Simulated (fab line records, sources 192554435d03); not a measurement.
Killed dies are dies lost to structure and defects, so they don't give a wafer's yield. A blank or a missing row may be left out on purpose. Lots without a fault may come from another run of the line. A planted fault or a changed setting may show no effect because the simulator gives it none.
Tool commonality check | flow n5_finfet | 14 lots, 42 wafers sampled

WHY IT WAS OPENED
At N5_SD_EPI_P_EPI_MEAS_23 the reading thk_nm is flagged on 2 of 14 lots. Wafers without a fault read 60.8 nm, standard deviation 1.2.
Rule: a lot is flagged when every wafer of it that has a number lies more than 4 standard deviations from that mean, or none has a number. The other lots count as sound.

lot  | measured    | on            | thk_nm (nm), wafer by wafer | flag
L350 | day 3 14:22 | film_metro-02 | 60.7 62.0 63.8              |
L351 | day 3 16:28 | film_metro-02 | 61.6 58.5 60.5              |
L352 | day 3 23:05 | film_metro-02 | 61.3 58.4 59.1              |
L353 | day 4 03:14 | film_metro-02 | 61.7 59.1 59.8              |
L354 | day 4 10:39 | film_metro-02 | 62.1 61.8 63.4              |
L357 | day 5 04:58 | film_metro-01 | 60.6 59.8 59.6              |
L358 | day 5 10:07 | film_metro-02 | 60.8 60.4 60.2              |
L363 | day 6 17:01 | film_metro-01 | 94.1 95.1 91.7              | FLAGGED
L364 | day 7 01:28 | film_metro-01 | 61.0 61.9 61.7              |
L365 | day 7 04:01 | film_metro-02 | 90.2 93.4 90.9              | FLAGGED
L368 | day 8 01:54 | film_metro-01 | 60.6 61.5 61.5              |
L370 | day 8 13:11 | film_metro-02 | 60.0 59.3 61.1              |
L371 | day 8 15:16 | film_metro-01 | 60.6 60.9 61.8              |
L373 | day 9 03:29 | film_metro-02 | 59.5 60.9 60.1              |
The numbers of the flagged lots are 92.6 nm on average: +31.8 nm against the usual, or +26 standard deviations.

WHICH TOOL RAN EACH LOT
The record holds 3 process steps before the reading, out of a route of 1938 steps. In each cell: the tool, then ch and the chambers that the sampled wafers went through, then the start.
lot  | flag    | N5_SD_EPI_N_LINER_46             | N5_SD_EPI_P_STRIP_40                | N5_SD_EPI_P_EPI_21
L350 |         | ald_sin-02 ch 0,1,3, day 3 10:04 | plasma_asher-01 ch 0,1, day 3 11:38 | epi_rpcvd-04 ch 0, day 3 12:31
L351 |         | ald_sin-03 ch 0,2, day 3 12:09   | plasma_asher-01 ch 0, day 3 13:44   | epi_rpcvd-03 ch 0, day 3 14:15
L352 |         | ald_sin-03 ch 0,3, day 3 17:56   | plasma_asher-01 ch 0,1, day 3 19:31 | epi_rpcvd-01 ch 0, day 3 21:08
L353 |         | ald_sin-03 ch 0,1,2, day 3 22:57 | plasma_asher-01 ch 0,1, day 4 00:31 | epi_rpcvd-01 ch 0, day 4 01:24
L354 |         | ald_sin-03 ch 0,1,3, day 4 06:22 | plasma_asher-01 ch 0,1, day 4 07:56 | epi_rpcvd-04 ch 0, day 4 08:27
L357 |         | ald_sin-04 ch 0,2,3, day 4 23:50 | plasma_asher-01 ch 0,1, day 5 01:26 | epi_rpcvd-03 ch 0, day 5 03:01
L358 |         | ald_sin-03 ch 0,2, day 5 05:50   | plasma_asher-02 ch 0,1, day 5 07:24 | epi_rpcvd-04 ch 0, day 5 07:55
L363 | FLAGGED | ald_sin-02 ch 0,1,2, day 6 12:43 | plasma_asher-01 ch 0,1, day 6 14:18 | epi_rpcvd-03 ch 0, day 6 14:49
L364 |         | ald_sin-03 ch 0,1,3, day 6 21:03 | plasma_asher-02 ch 0,1, day 6 22:45 | epi_rpcvd-01 ch 0, day 6 23:38
L365 | FLAGGED | ald_sin-02 ch 2,3, day 6 23:50   | plasma_asher-01 ch 0,1, day 7 01:17 | epi_rpcvd-03 ch 0, day 7 01:49
L368 |         | ald_sin-02 ch 1,3, day 7 21:37   | plasma_asher-02 ch 0,1, day 7 23:11 | epi_rpcvd-01 ch 0, day 8 00:04
L370 |         | ald_sin-04 ch 1,2,3, day 8 09:02 | plasma_asher-02 ch 0,1, day 8 10:29 | epi_rpcvd-04 ch 0, day 8 10:59
L371 |         | ald_sin-03 ch 0,1,3, day 8 10:08 | plasma_asher-01 ch 1, day 8 11:40   | epi_rpcvd-01 ch 0, day 8 12:49
L373 |         | ald_sin-03 ch 0,2, day 8 23:02   | plasma_asher-01 ch 0,1, day 9 00:30 | epi_rpcvd-01 ch 0, day 9 01:43
What these steps do:
- N5_SD_EPI_N_LINER_46: material SiNx, target thk 3 nm.
- N5_SD_EPI_P_STRIP_40: strips in N2/H2.
- N5_SD_EPI_P_EPI_21: deposits SiGe:B, time 355 s.
- N5_SD_EPI_P_EPI_MEAS_23

FLAGGED OVER TOTAL, TOOL BY TOOL (the gauges that took the reading come last)
step                    | tool            | lots run | flagged | share of the flagged lots | sound lots run after its first flagged lot
N5_SD_EPI_N_LINER_46    | ald_sin-02      | 4        | 2       | all                       | 1 (L368)
N5_SD_EPI_N_LINER_46    | ald_sin-03      | 8        | 0       | none                      | -
N5_SD_EPI_N_LINER_46    | ald_sin-04      | 2        | 0       | none                      | -
N5_SD_EPI_P_STRIP_40    | plasma_asher-01 | 10       | 2       | all                       | 2 (L371,L373)
N5_SD_EPI_P_STRIP_40    | plasma_asher-02 | 4        | 0       | none                      | -
N5_SD_EPI_P_EPI_21      | epi_rpcvd-01    | 6        | 0       | none                      | -
N5_SD_EPI_P_EPI_21      | epi_rpcvd-03    | 4        | 2       | all                       | 0
N5_SD_EPI_P_EPI_21      | epi_rpcvd-04    | 4        | 0       | none                      | -
N5_SD_EPI_P_EPI_MEAS_23 | film_metro-01   | 5        | 1       | some                      | 3 (L364,L368,L371)
N5_SD_EPI_P_EPI_MEAS_23 | film_metro-02   | 9        | 1       | some                      | 2 (L370,L373)

WHAT THE TABLE ALLOWS
3 rows of the table ran every flagged lot: ald_sin-02 at N5_SD_EPI_N_LINER_46, plasma_asher-01 at N5_SD_EPI_P_STRIP_40, epi_rpcvd-03 at N5_SD_EPI_P_EPI_21.
- ald_sin-02 at N5_SD_EPI_N_LINER_46: 2 of its 4 lots flagged. Sound lots ran on it after the first flagged one (L368), which a lasting fault on the whole tool wouldn't allow.
- plasma_asher-01 at N5_SD_EPI_P_STRIP_40: 2 of its 10 lots flagged. Sound lots ran on it after the first flagged one (L371, L373), which a lasting fault on the whole tool wouldn't allow.
- epi_rpcvd-03 at N5_SD_EPI_P_EPI_21: 2 of its 4 lots flagged. Its last sound lot is L357 (day 5 03:01), its first flagged lot L363 (day 6 14:49): a fault that began between those two fits.
One tool is left: epi_rpcvd-03 at N5_SD_EPI_P_EPI_21.

WHAT THE SIMULATOR HAD PUT IN
Process parameter drift: epi_rpcvd-03, from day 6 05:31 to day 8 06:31, at N5_SD_EPI_P_EPI_21. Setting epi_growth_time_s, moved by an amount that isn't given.
Lots struck among those shown: L363, L365. The rule above found the same.
